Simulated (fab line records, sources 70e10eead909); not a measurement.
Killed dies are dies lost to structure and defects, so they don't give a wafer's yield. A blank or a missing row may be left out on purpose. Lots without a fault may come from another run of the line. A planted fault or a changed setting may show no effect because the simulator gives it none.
Which tool did it? | flow nand_harc | 11 lots, 33 wafers sampled, at 5 steps of a route of 1302

WHAT THE GAUGES READ, wafer by wafer
NHARC_END_SORT_01. Usual: killed_at_array 55, standard deviation 17; killed_at_other 1.1, standard deviation 1.6; killed_at_periphery 3.8, standard deviation 2.5; killed_dies 60, standard deviation 18; killed_open 3.3, standard deviation 1.9; killed_short 2.5, standard deviation 1.7.
lot  | measured     | on        | killed_at_array | killed_at_other | killed_at_periphery | killed_dies | killed_open | killed_short | flag
L167 | day 27 00:29 | prober-01 | 39              | 0               | 4                   | 43          | 4           | 5            |

WHICH TOOL RAN EACH LOT (tool, then ch and the chambers of the sampled wafers, then the start)
lot  | NHARC_A_STAIRCASE_TRIM_220         | NHARC_A_STAIRCASE_DESCUM_252       | NHARC_A_STAIRCASE_ETCH_253         | NHARC_A_STAIRCASE_DESCUM_270
L161 | rie_diel-13 ch 1,2,3, day 16 16:46 | rie_diel-11 ch 0,1,3, day 16 20:15 | rie_diel-11 ch 0,1,3, day 16 20:22 | rie_diel-13 ch 0,1,3, day 17 05:04
L163 | rie_diel-11 ch 0,3, day 18 03:47   | rie_diel-11 ch 1,2,3, day 18 07:26 | rie_diel-11 ch 0,1,3, day 18 07:31 | rie_diel-13 ch 0,2, day 18 11:17
L164 | rie_diel-11 ch 0,1,2, day 18 09:31 | rie_diel-08 ch 0,3, day 18 13:07   | rie_diel-08 ch 0,1,3, day 18 13:11 | rie_diel-13 ch 0,3, day 18 16:56
L167 | rie_diel-13 ch 1,2,3, day 19 00:52 | rie_diel-08 ch 0,3, day 19 04:31   | rie_diel-08 ch 0,1, day 19 04:35   | rie_diel-13 ch 0,1,2, day 19 11:06
L170 | rie_diel-13 ch 0,3, day 20 12:53   | rie_diel-08 ch 1,3, day 20 16:47   | rie_diel-08 ch 2,3, day 20 16:55   | rie_diel-13 ch 1,2,3, day 20 21:04
L169 | rie_diel-08 ch 1,3, day 20 13:40   | rie_diel-08 ch 2,3, day 20 18:02   | rie_diel-08 ch 1,3, day 20 18:07   | rie_diel-08 ch 0,1, day 20 22:17
L174 | rie_diel-08 ch 0,3, day 22 14:40   | rie_diel-11 ch 0,1, day 22 18:47   | rie_diel-11 ch 0,1,2, day 22 18:55 | rie_diel-11 ch 0,1, day 22 22:52
L175 | rie_diel-11 ch 0,2,3, day 22 20:47 | rie_diel-13 ch 0,1,3, day 23 02:26 | rie_diel-13 ch 1,2,3, day 23 02:34 | rie_diel-08 ch 0,2,3, day 23 06:32
L180 | rie_diel-13 ch 1,2,3, day 24 09:11 | rie_diel-08 ch 2,3, day 24 13:01   | rie_diel-08 ch 0,2, day 24 13:07   | rie_diel-08 ch 0,2,3, day 24 16:45
L179 | rie_diel-08 ch 0,2,3, day 24 10:13 | rie_diel-13 ch 0,1,3, day 24 13:57 | rie_diel-13 ch 0,1,3, day 24 14:02 | rie_diel-13 ch 0,1,2, day 24 18:46
L178 | rie_diel-13 ch 1,2, day 24 15:19   | rie_diel-08 ch 0,2,3, day 24 18:48 | rie_diel-08 ch 0,1,2, day 24 18:53 | rie_diel-08 ch 1,2, day 24 22:40
- NHARC_A_STAIRCASE_TRIM_220: chemistry O2, time 211.2 s.
- NHARC_A_STAIRCASE_DESCUM_252: chemistry O2, time 3 s.
- NHARC_A_STAIRCASE_ETCH_253: etches the open film in C4F8/O2, target depth 50 nm, time 20.2 s.
- NHARC_A_STAIRCASE_DESCUM_270: chemistry O2, time 3 s.

WHAT THE TOOLS THEMSELVES READ (means of the sampled wafers that have a number; where no wafer has one, the mark that the record gives instead)
NHARC_A_STAIRCASE_TRIM_220. Usual: drypump_motor_current_A 6.0 A, standard deviation 0.5; oes_product_au 0.999 a.u., standard deviation 0.009; rf_vpp_V 57.7 V, standard deviation 0.94; showerhead_plenum_p_Torr 3.53 Torr, standard deviation 0.16; throttle_valve_pct 17.037 %, standard deviation 0.0091.
lot  | tool        | drypump_motor_current_A (A) | oes_product_au (a.u.) | rf_vpp_V (V) | showerhead_plenum_p_Torr (Torr) | throttle_valve_pct (%) | flag
L161 | rie_diel-13 | 6.2                         | 1.000                 | 57.7         | 3.57                            | 17.041                 |
L163 | rie_diel-11 | 6.2                         | 0.993                 | 56.7         | 3.40                            | 17.038                 |
L164 | rie_diel-11 | 6.3                         | 1.001                 | 56.6         | 3.41                            | 17.043                 |
L167 | rie_diel-13 | 6.2                         | 0.996                 | 58.1         | 3.56                            | 17.045                 |
L170 | rie_diel-13 | 5.4                         | 1.005                 | 57.7         | 3.51                            | 17.029                 |
L169 | rie_diel-08 | 6.4                         | 0.999                 | 57.7         | 3.55                            | 17.028                 |
L174 | rie_diel-08 | 5.8                         | 0.992                 | 58.5         | 3.76                            | 17.037                 |
L175 | rie_diel-11 | 6.3                         | 0.999                 | 57.5         | 3.44                            | 17.038                 |
L180 | rie_diel-13 | 6.2                         | 1.005                 | 57.2         | 3.54                            | 17.035                 |
L179 | rie_diel-08 | 5.6                         | 1.001                 | 59.0         | 3.68                            | 17.027                 |
L178 | rie_diel-13 | 6.2                         | 1.000                 | 58.1         | 3.61                            | 17.035                 |

NHARC_A_STAIRCASE_DESCUM_252. Usual: drypump_motor_current_A 5.9 A, standard deviation 0.59; oes_product_au 0.998 a.u., standard deviation 0.0085; rf_vpp_V 57.9 V, standard deviation 0.86; showerhead_plenum_p_Torr 1.94 Torr, standard deviation 0.095; throttle_valve_pct 11.310 %, standard deviation 0.0089.
lot  | tool        | drypump_motor_current_A (A) | oes_product_au (a.u.) | rf_vpp_V (V) | showerhead_plenum_p_Torr (Torr) | throttle_valve_pct (%) | flag
L161 | rie_diel-11 | 6.1                         | 0.994                 | 57.8         | 1.87                            | 11.305                 |
L163 | rie_diel-11 | 6.3                         | 0.996                 | 57.4         | 1.89                            | 11.297                 |
L164 | rie_diel-08 | 5.8                         | 0.997                 | 59.1         | 2.06                            | 11.314                 |
L167 | rie_diel-08 | 5.3                         | 1.000                 | 58.2         | 2.06                            | 11.307                 |
L170 | rie_diel-08 | 6.4                         | 0.994                 | 57.4         | 1.98                            | 11.311                 |
L169 | rie_diel-08 | 6.0                         | 0.985                 | 57.9         | 2.00                            | 11.308                 |
L174 | rie_diel-11 | 6.2                         | 0.996                 | 58.1         | 1.83                            | 11.302                 |
L175 | rie_diel-13 | 5.8                         | 0.986                 | 58.3         | 1.87                            | 11.309                 |
L180 | rie_diel-08 | 5.8                         | 0.995                 | 58.0         | 1.95                            | 11.307                 |
L179 | rie_diel-13 | 5.8                         | 1.000                 | 57.8         | 1.87                            | 11.308                 |
L178 | rie_diel-08 | 5.5                         | 1.005                 | 57.9         | 2.00                            | 11.306                 |

NHARC_A_STAIRCASE_ETCH_253. Usual: oes_product_au 0.953 a.u., standard deviation 0.019; rf_fwd_power_W 590 W, standard deviation 3.7; rf_vpp_V 898 V, standard deviation 6.
lot  | tool        | oes_product_au (a.u.) | rf_fwd_power_W (W) | rf_vpp_V (V) | flag
L161 | rie_diel-11 | 0.954                 | 585                | 893          |
L163 | rie_diel-11 | 0.924                 | 585                | 892          |
L164 | rie_diel-08 | 0.951                 | 592                | 901          |
L167 | rie_diel-08 | 0.967                 | 592                | 901          |
L170 | rie_diel-08 | 1.014                 | 657                | 901          | OFF
L169 | rie_diel-08 | 1.019                 | 657                | 899          | OFF
L174 | rie_diel-11 | 0.914                 | 589                | 891          |
L175 | rie_diel-13 | 0.935                 | 589                | 896          |
L180 | rie_diel-08 | 0.966                 | 591                | 899          |
L179 | rie_diel-13 | 0.969                 | 588                | 893          |
L178 | rie_diel-08 | 0.974                 | 590                | 897          |

NHARC_A_STAIRCASE_DESCUM_270. Usual: drypump_motor_current_A 5.9 A, standard deviation 0.58; oes_product_au 1.000 a.u., standard deviation 0.0086; rf_vpp_V 57.8 V, standard deviation 0.93; showerhead_plenum_p_Torr 1.94 Torr, standard deviation 0.099; throttle_valve_pct 11.310 %, standard deviation 0.01.
lot  | tool        | drypump_motor_current_A (A) | oes_product_au (a.u.) | rf_vpp_V (V) | showerhead_plenum_p_Torr (Torr) | throttle_valve_pct (%) | flag
L161 | rie_diel-13 | 5.8                         | 0.998                 | 58.0         | 1.88                            | 11.320                 |
L163 | rie_diel-13 | 5.7                         | 1.002                 | 58.1         | 2.01                            | 11.308                 |
L164 | rie_diel-13 | 5.3                         | 1.002                 | 57.6         | 1.91                            | 11.311                 |
L167 | rie_diel-13 | 5.9                         | 1.004                 | 57.7         | 1.92                            | 11.312                 |
L170 | rie_diel-13 | 6.1                         | 1.001                 | 57.8         | 1.93                            | 11.319                 |
L169 | rie_diel-08 | 5.4                         | 1.004                 | 59.0         | 1.99                            | 11.308                 |
L174 | rie_diel-11 | 6.2                         | 0.998                 | 57.5         | 1.83                            | 11.309                 |
L175 | rie_diel-08 | 5.5                         | 0.993                 | 57.9         | 2.01                            | 11.310                 |
L180 | rie_diel-08 | 5.5                         | 0.995                 | 57.9         | 2.00                            | 11.312                 |
L179 | rie_diel-13 | 5.9                         | 1.008                 | 57.3         | 1.91                            | 11.312                 |
L178 | rie_diel-08 | 6.2                         | 1.014                 | 57.9         | 1.87                            | 11.316                 |

THE ANSWER, worked out from the rows above alone
Rule: a lot is off if the mean of its wafers that have a number lies more than 3 standard deviations from the usual mean. A lot without any number at a reading at which 4 lots or more have one is off too. The other lots that the step has rows for count as sound. The gauges are gone through in route order, then the tools' own readings, and for those a lot's mean is taken as printed above. The first step at which some lot is off is used, and at that step the reading that is off furthest; a lot without a number counts as furthest.
Off: L170, L169, at NHARC_A_STAIRCASE_ETCH_253 (rf_fwd_power_W).
A tool fits if, at that step or a process step before it, it ran every lot that is off, and no sound lot after the first of them. None of those tried fits.

WHAT THE SIMULATOR HAD PUT IN
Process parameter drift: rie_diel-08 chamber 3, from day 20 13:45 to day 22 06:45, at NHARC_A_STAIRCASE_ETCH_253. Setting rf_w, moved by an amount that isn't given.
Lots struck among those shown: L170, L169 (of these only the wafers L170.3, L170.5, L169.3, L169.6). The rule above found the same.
